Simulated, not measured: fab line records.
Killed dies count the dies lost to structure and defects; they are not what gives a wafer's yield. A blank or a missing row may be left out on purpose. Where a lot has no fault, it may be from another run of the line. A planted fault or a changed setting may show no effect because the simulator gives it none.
Which of the tools did it? | flow nandHarc | 72 wafers from 24 lots sampled at 6 of the route's 1159 steps

WHAT THE GAUGES READ, wafer by wafer
NHARC_A_BLC_INSPECT_28.
lot  | measured     | on               | rawDefectCount
L077 | day 17 19:09 | defectInspect-02 | 403 406 427
L075 | day 17 21:12 | defectInspect-01 | 643 434 488
L074 | day 18 00:13 | defectInspect-01 | 245 661 594
L079 | day 18 01:02 | defectInspect-02 | 355 628 445
L078 | day 18 02:00 | defectInspect-02 | 308 289 306
L076 | day 18 03:44 | defectInspect-01 | 360 432 411
L080 | day 19 00:38 | defectInspect-02 | 495 332 480
L084 | day 19 16:20 | defectInspect-02 | 300 288 346
L082 | day 19 19:13 | defectInspect-02 | 380 293 303
L081 | day 19 23:59 | defectInspect-01 | 373 339 587
L083 | day 20 03:55 | defectInspect-01 | 331 357 366
L086 | day 20 12:52 | defectInspect-01 | 373 347 375
L089 | day 20 13:08 | defectInspect-02 | 402 548 514
L087 | day 20 16:46 | defectInspect-02 | 445 368 306
L085 | day 20 17:22 | defectInspect-01 | 681 577 675
L088 | day 21 10:20 | defectInspect-01 | 481 320 306
L090 | day 21 11:53 | defectInspect-02 | 503 395 474
L091 | day 21 19:31 | defectInspect-02 | 315 360 326
L092 | day 22 13:56 | defectInspect-01 | 374 515 349
L094 | day 22 14:23 | defectInspect-02 | 489 424 251
L093 | day 22 23:01 | defectInspect-01 | 479 344 438
L096 | day 23 07:19 | defectInspect-01 | 601 449 812
L095 | day 23 06:53 | defectInspect-01 | 390 386 457
L097 | day 24 00:02 | defectInspect-01 | 369 276 385

EACH LOT AND THE TOOL THAT RAN IT (in order: tool; ch and the chambers of the sampled wafers; start)
lot  | NHARC_A_CONTACT_ETCH_78                      | NHARC_A_CONTACT_ETCH_89                      | NHARC_A_BLC_ETCH_18                          | NHARC_A_BLC_DEGAS_30        | NHARC_A_BLC_ALD_23
L077 | rieDiel-01 ch 0,1,3, day 17 17:22 or earlier | rieDiel-13 ch 0,1,3, day 17 17:22 or earlier | rieDiel-06 ch 0,1,3, day 17 17:22 or earlier | pvdSputter-03, day 17 17:22 | aldMetal-04 ch 0,1,3, day 17 17:36
L075 | rieDiel-13 ch 0,1, day 17 18:49 or earlier   | rieDiel-13 ch 0,1,3, day 17 18:49 or earlier | rieDiel-09 ch 0,2, day 17 18:49              | pvdSputter-01, day 17 19:49 | aldMetal-03 ch 2,3, day 17 20:03
L074 | rieDiel-01 ch 0,1,2, day 17 22:50 or earlier | rieDiel-01 ch 1,2,3, day 17 22:50 or earlier | rieDiel-06 ch 0,1,3, day 17 22:50 or earlier | pvdSputter-03, day 17 22:50 | aldMetal-02 ch 2,3, day 17 23:05
L079 | rieDiel-03 ch 0,1, day 17 23:38 or earlier   | rieDiel-13 ch 1,3, day 17 23:38 or earlier   | rieDiel-06 ch 0,3, day 17 23:38 or earlier   | pvdSputter-01, day 17 23:38 | aldMetal-03 ch 0,1,2, day 17 23:55
L078 | rieDiel-13 ch 2,3, day 18 00:37 or earlier   | rieDiel-03 ch 0,1, day 18 00:37 or earlier   | rieDiel-06 ch 0,2, day 18 00:37 or earlier   | pvdSputter-02, day 18 00:37 | aldMetal-03 ch 0,2,3, day 18 00:54
L076 | rieDiel-01 ch 1,2,3, day 18 02:18 or earlier | rieDiel-13 ch 0,1,3, day 18 02:18 or earlier | rieDiel-08 ch 0,1,3, day 18 02:18 or earlier | pvdSputter-03, day 18 02:18 | aldMetal-03 ch 0,1, day 18 02:35
L080 | rieDiel-01 ch 0,2,3, day 18 22:13 or earlier | rieDiel-13 ch 0,1,2, day 18 22:13 or earlier | rieDiel-06 ch 0,1,3, day 18 22:13 or earlier | pvdSputter-01, day 18 22:13 | aldMetal-02 ch 0,2,3, day 18 22:27
L084 | rieDiel-13 ch 0,1,3, day 19 13:59 or earlier | rieDiel-03 ch 2,3, day 19 13:59 or earlier   | rieDiel-09 ch 0,1,2, day 19 13:59 or earlier | pvdSputter-01, day 19 13:59 | aldMetal-03 ch 0,1,2, day 19 14:13
L082 | rieDiel-01 ch 0,1,3, day 19 17:50 or earlier | rieDiel-01 ch 0,3, day 19 17:50 or earlier   | rieDiel-06 ch 0,1,2, day 19 17:50 or earlier | pvdSputter-02, day 19 17:50 | aldMetal-02 ch 0,1,2, day 19 18:05
L081 | rieDiel-13 ch 1,2,3, day 19 20:44 or earlier | rieDiel-13 ch 0,2,3, day 19 20:44 or earlier | rieDiel-09 ch 0,1,2, day 19 20:44 or earlier | pvdSputter-02, day 19 20:44 | aldMetal-02 ch 2,3, day 19 21:00
L083 | rieDiel-13 ch 0,1,3, day 20 02:32 or earlier | rieDiel-13 ch 0,2,3, day 20 02:32 or earlier | rieDiel-06 ch 0,1,3, day 20 02:32 or earlier | pvdSputter-02, day 20 02:32 | aldMetal-04 ch 2,3, day 20 02:47
L086 | rieDiel-01 ch 0,2,3, day 20 10:19 or earlier | rieDiel-03 ch 1,2, day 20 10:19 or earlier   | rieDiel-06 ch 0,1,2, day 20 10:19 or earlier | pvdSputter-01, day 20 10:19 | aldMetal-03 ch 0,1,2, day 20 10:35
L089 | rieDiel-13 ch 0,1, day 20 10:32 or earlier   | rieDiel-01 ch 0,2, day 20 10:32 or earlier   | rieDiel-06 ch 0,1,2, day 20 10:32 or earlier | pvdSputter-01, day 20 10:32 | aldMetal-04 ch 0,1,2, day 20 10:47
L087 | rieDiel-03 ch 0,3, day 20 15:23 or earlier   | rieDiel-13 ch 1,2, day 20 15:23 or earlier   | rieDiel-06 ch 0,1,2, day 20 15:23 or earlier | pvdSputter-03, day 20 15:23 | aldMetal-03 ch 0,1,2, day 20 15:41
L085 | rieDiel-01 ch 0,2,3, day 20 15:58 or earlier | rieDiel-13 ch 0,1,3, day 20 15:58 or earlier | rieDiel-08 ch 0,1,2, day 20 15:58 or earlier | pvdSputter-02, day 20 15:58 | aldMetal-04 ch 0,2,3, day 20 16:14
L088 | rieDiel-03 ch 2,3, day 20 22:30 or earlier   | rieDiel-13 ch 0,2, day 20 22:30 or earlier   | rieDiel-09 ch 0,1,2, day 20 22:30 or earlier | pvdSputter-01, day 20 22:30 | aldMetal-02 ch 0,1,3, day 20 22:44
L090 | rieDiel-13 ch 0,2,3, day 21 03:40 or earlier | rieDiel-13 ch 0,2, day 21 03:40 or earlier   | rieDiel-06 ch 0,1, day 21 03:40 or earlier   | pvdSputter-03, day 21 03:40 | aldMetal-03 ch 0,1, day 21 03:55
L091 | rieDiel-13 ch 1,2,3, day 21 13:25 or earlier | rieDiel-03 ch 0,1,3, day 21 13:25 or earlier | rieDiel-09 ch 0,2,3, day 21 13:25 or earlier | pvdSputter-03, day 21 13:25 | aldMetal-02 ch 0,2,3, day 21 13:40
L092 | rieDiel-03 ch 0,2,3, day 22 07:28 or earlier | rieDiel-03 ch 0,1,3, day 22 07:28 or earlier | rieDiel-09 ch 2,3, day 22 07:28 or earlier   | pvdSputter-01, day 22 07:28 | aldMetal-03 ch 0,1,2, day 22 07:44
L094 | rieDiel-13 ch 0,2,3, day 22 07:53 or earlier | rieDiel-13 ch 0,1,2, day 22 07:53 or earlier | rieDiel-06 ch 0,1,3, day 22 07:53 or earlier | pvdSputter-02, day 22 07:53 | aldMetal-04 ch 0,1,3, day 22 08:09
L093 | rieDiel-13 ch 1,2,3, day 22 17:05 or earlier | rieDiel-13 ch 0,2,3, day 22 17:05 or earlier | rieDiel-06 ch 1,2,3, day 22 17:05 or earlier | pvdSputter-02, day 22 17:05 | aldMetal-03 ch 0,1,2, day 22 17:21
L096 | rieDiel-13 ch 1,2,3, day 23 01:56 or earlier | rieDiel-01 ch 0,1,2, day 23 01:56 or earlier | rieDiel-08 ch 1,2,3, day 23 01:56 or earlier | pvdSputter-03, day 23 01:56 | aldMetal-03 ch 1,2, day 23 02:11
L095 | rieDiel-01 ch 0,3, day 23 01:32 or earlier   | rieDiel-13 ch 1,2,3, day 23 01:32 or earlier | rieDiel-06 ch 0,3, day 23 01:32 or earlier   | pvdSputter-02, day 23 01:32 | aldMetal-04 ch 2,3, day 23 01:45
L097 | rieDiel-01 ch 0,1,2, day 23 17:37 or earlier | rieDiel-13 ch 0,2, day 23 17:37 or earlier   | rieDiel-06 ch 0,1,2, day 23 17:37 or earlier | pvdSputter-03, day 23 17:37 | aldMetal-04 ch 0,1,3, day 23 17:53
- NHARC_A_CONTACT_ETCH_78: etches the open film in O2/COS, target depth 2800 nm, time 728 s.
- NHARC_A_CONTACT_ETCH_89: etches the open film in N2/H2, target depth 260 nm, time 475.3 s.
- NHARC_A_BLC_ETCH_18: etches the open film in C4F8/O2/Ar, target depth 910 nm.
- NHARC_A_BLC_DEGAS_30: time 60 s.
- NHARC_A_BLC_ALD_23: deposits TiN, target thk 3 nm, pulse time 1 s, ald cycles 150.

WHAT THE TOOLS THEMSELVES READ (means of the sampled wafers that have a number; where no wafer has one, the mark that the record gives instead)
NHARC_A_CONTACT_ETCH_78.
lot  | tool       | drypumpMotorCurrentA (A) | oesProductAu (a.u.) | rfVppV (V) | showerheadPlenumPTorr (Torr) | throttleValvePct (%)
L077 | rieDiel-01 | 5.4                      | 0.992               | 317.7      | 3.31                         | 28.322
L075 | rieDiel-13 | 6.0                      | 0.999               | 313.1      | 3.08                         | 28.328
L074 | rieDiel-01 | 5.8                      | 0.991               | 317.0      | 3.32                         | 28.334
L079 | rieDiel-03 | 5.7                      | 1.005               | 313.1      | 3.12                         | 28.340
L078 | rieDiel-13 | 5.5                      | 1.001               | 310.6      | 2.90                         | 28.331
L076 | rieDiel-01 | 5.5                      | 0.993               | 316.8      | 3.28                         | 28.328
L080 | rieDiel-01 | 5.7                      | 0.984               | 316.1      | 3.29                         | 28.336
L084 | rieDiel-13 | 5.6                      | 1.000               | 312.6      | 3.04                         | 28.331
L082 | rieDiel-01 | 5.4                      | 0.997               | 316.4      | 3.30                         | 28.332
L081 | rieDiel-13 | 5.5                      | 0.994               | 312.9      | 3.01                         | 28.327
L083 | rieDiel-13 | 5.6                      | 0.999               | 313.1      | 3.04                         | 28.341
L086 | rieDiel-01 | 5.8                      | 0.977               | 315.1      | 3.28                         | 28.333
L089 | rieDiel-13 | 6.0                      | 1.001               | 314.4      | 3.16                         | 28.331
L087 | rieDiel-03 | 5.7                      | 0.991               | 314.5      | 3.13                         | 28.338
L085 | rieDiel-01 | 5.7                      | 0.975               | 316.3      | 3.28                         | 28.316
L088 | rieDiel-03 | 5.5                      | 1.010               | 314.9      | 3.13                         | 28.326
L090 | rieDiel-13 | 5.6                      | 0.987               | 315.8      | 3.24                         | 28.340
L091 | rieDiel-13 | 5.5                      | 0.991               | 317.0      | 3.33                         | 28.320
L092 | rieDiel-03 | 5.6                      | 0.999               | 314.1      | 3.12                         | 28.335
L094 | rieDiel-13 | 5.6                      | 1.000               | 315.8      | 3.24                         | 28.338
L093 | rieDiel-13 | 5.5                      | 0.984               | 317.1      | 3.33                         | 28.335
L096 | rieDiel-13 | 5.5                      | 0.994               | 316.8      | 3.33                         | 28.334
L095 | rieDiel-01 | 5.6                      | 0.985               | 316.6      | 3.30                         | 28.332
L097 | rieDiel-01 | 5.8                      | 0.989               | 315.9      | 3.30                         | 28.331

NHARC_A_CONTACT_ETCH_89.
lot  | tool       | drypumpMotorCurrentA (A) | oesProductAu (a.u.) | rfVppV (V) | showerheadPlenumPTorr (Torr) | throttleValvePct (%)
L077 | rieDiel-13 | 5.6                      | 0.993               | 428        | 1.98                         | 14.179
L075 | rieDiel-13 | 5.6                      | 0.998               | 429        | 1.98                         | 14.162
L074 | rieDiel-01 | 5.5                      | 0.985               | 434        | 2.15                         | 14.162
L079 | rieDiel-13 | 5.5                      | 1.005               | 430        | 2.04                         | 14.174
L078 | rieDiel-03 | 5.7                      | 1.005               | 429        | 2.00                         | 14.174
L076 | rieDiel-13 | 5.6                      | 1.002               | 429        | 1.98                         | 14.181
L080 | rieDiel-13 | 5.9                      | 1.002               | 429        | 1.98                         | 14.178
L084 | rieDiel-03 | 5.5                      | 1.017               | 431        | 2.05                         | 14.164
L082 | rieDiel-01 | 5.3                      | 0.987               | 434        | 2.15                         | 14.169
L081 | rieDiel-13 | 5.6                      | 0.996               | 426        | 1.90                         | 14.175
L083 | rieDiel-13 | 5.6                      | 0.990               | 426        | 1.90                         | 14.170
L086 | rieDiel-03 | 5.5                      | 1.014               | 430        | 2.03                         | 14.173
L089 | rieDiel-01 | 6.0                      | 0.987               | 435        | 2.18                         | 14.168
L087 | rieDiel-13 | 5.9                      | 0.988               | 434        | 2.16                         | 14.163
L085 | rieDiel-13 | 5.6                      | 1.002               | 431        | 2.10                         | 14.169
L088 | rieDiel-13 | 5.9                      | 0.987               | 433        | 2.13                         | 14.167
L090 | rieDiel-13 | 6.0                      | 0.990               | 430        | 2.03                         | 14.180
L091 | rieDiel-03 | 5.7                      | 1.000               | 430        | 2.00                         | 14.169
L092 | rieDiel-03 | 5.7                      | 1.007               | 430        | 2.00                         | 14.164
L094 | rieDiel-13 | 5.9                      | 0.982               | 431        | 2.10                         | 14.169
L093 | rieDiel-13 | 5.6                      | 0.992               | 433        | 2.12                         | 14.173
L096 | rieDiel-01 | 5.8                      | 0.997               | 434        | 2.17                         | 14.168
L095 | rieDiel-13 | 5.5                      | 0.991               | 435        | 2.19                         | 14.172
L097 | rieDiel-13 | 5.9                      | 0.993               | 432        | 2.12                         | 14.165

NHARC_A_BLC_ETCH_18.
lot  | tool       | oesProductAu (a.u.) | rfVppV (V)
L077 | rieDiel-06 | 0.921               | 978
L075 | rieDiel-09 | 0.911               | 983
L074 | rieDiel-06 | 0.965               | 978
L079 | rieDiel-06 | 0.978               | 979
L078 | rieDiel-06 | 0.941               | 970
L076 | rieDiel-08 | 0.943               | 974
L080 | rieDiel-06 | 0.966               | 980
L084 | rieDiel-09 | 0.971               | 980
L082 | rieDiel-06 | 0.969               | 973
L081 | rieDiel-09 | 0.971               | 981
L083 | rieDiel-06 | 0.945               | 978
L086 | rieDiel-06 | 0.976               | 973
L089 | rieDiel-06 | 0.956               | 973
L087 | rieDiel-06 | 0.962               | 973
L085 | rieDiel-08 | 0.933               | 977
L088 | rieDiel-09 | 0.968               | 981
L090 | rieDiel-06 | 0.960               | 978
L091 | rieDiel-09 | 0.951               | 978
L092 | rieDiel-09 | 0.961               | 974
L094 | rieDiel-06 | 0.917               | 978
L093 | rieDiel-06 | 0.967               | 978
L096 | rieDiel-08 | 0.988               | 973
L095 | rieDiel-06 | 0.917               | 975
L097 | rieDiel-06 | 0.929               | 974

NHARC_A_BLC_DEGAS_30.
lot  | tool          | heaterPowerW (W)
L077 | pvdSputter-03 | 467
L075 | pvdSputter-01 | 419
L074 | pvdSputter-03 | 495
L079 | pvdSputter-01 | 506
L078 | pvdSputter-02 | 471
L076 | pvdSputter-03 | 460
L080 | pvdSputter-01 | 469
L084 | pvdSputter-01 | 447
L082 | pvdSputter-02 | 444
L081 | pvdSputter-02 | 446
L083 | pvdSputter-02 | 441
L086 | pvdSputter-01 | 456
L089 | pvdSputter-01 | 452
L087 | pvdSputter-03 | 456
L085 | pvdSputter-02 | 444
L088 | pvdSputter-01 | 413
L090 | pvdSputter-03 | 460
L091 | pvdSputter-03 | 461
L092 | pvdSputter-01 | 459
L094 | pvdSputter-02 | 423
L093 | pvdSputter-02 | 445
L096 | pvdSputter-03 | 452
L095 | pvdSputter-02 | 416
L097 | pvdSputter-03 | 467

NHARC_A_BLC_ALD_23.
lot  | tool        | heaterPowerW (W) | precursorPulseHeightRel
L077 | aldMetal-04 | 1097             | 1.006
L075 | aldMetal-03 | 1112             | 0.993
L074 | aldMetal-02 | 1087             | 1.020
L079 | aldMetal-03 | 1011             | 1.010
L078 | aldMetal-03 | 1023             | 0.978
L076 | aldMetal-03 | 952              | 1.005
L080 | aldMetal-02 | 1102             | 1.004
L084 | aldMetal-03 | 1027             | 1.014
L082 | aldMetal-02 | 1103             | 1.014
L081 | aldMetal-02 | 1091             | 1.014
L083 | aldMetal-04 | 1029             | 1.004
L086 | aldMetal-03 | 1022             | 1.011
L089 | aldMetal-04 | 1064             | 0.991
L087 | aldMetal-03 | 1022             | 1.001
L085 | aldMetal-04 | 1008             | 0.995
L088 | aldMetal-02 | 1088             | 0.993
L090 | aldMetal-03 | 952              | 1.008
L091 | aldMetal-02 | 1118             | 0.999
L092 | aldMetal-03 | 1032             | 1.000
L094 | aldMetal-04 | 1055             | 1.001
L093 | aldMetal-03 | 1025             | 1.013
L096 | aldMetal-03 | 1097             | 1.018
L095 | aldMetal-04 | 1033             | 1.006
L097 | aldMetal-04 | 1069             | 1.015

THE ANSWER, worked out from the rows above alone
Rule: the lots themselves supply what counts as usual. The widest of any qualifying gaps counts: lots, ordered by their means at a reading, are off when they make up no more than a third of the lots, leave a main group of 4 or more, and stand apart from it by 3 or more times the standard deviation of that group's means. If all means in a main group match to the digits the tables above print for the reading, that group is not used. Also off: a lot with no number at a reading for which 4 or more lots have one. Any other lot the step has rows for is counted as sound. First the gauges in route order, then the tools' own readings, where a lot's mean is used as printed above. At the first step where some lot is off, the reading lying furthest off is the one used; lots without a number count as furthest.
Across all readings shown, no lot is off: no conclusion can be drawn from this.

WHAT HAD BEEN PUT IN BY THE SIMULATOR
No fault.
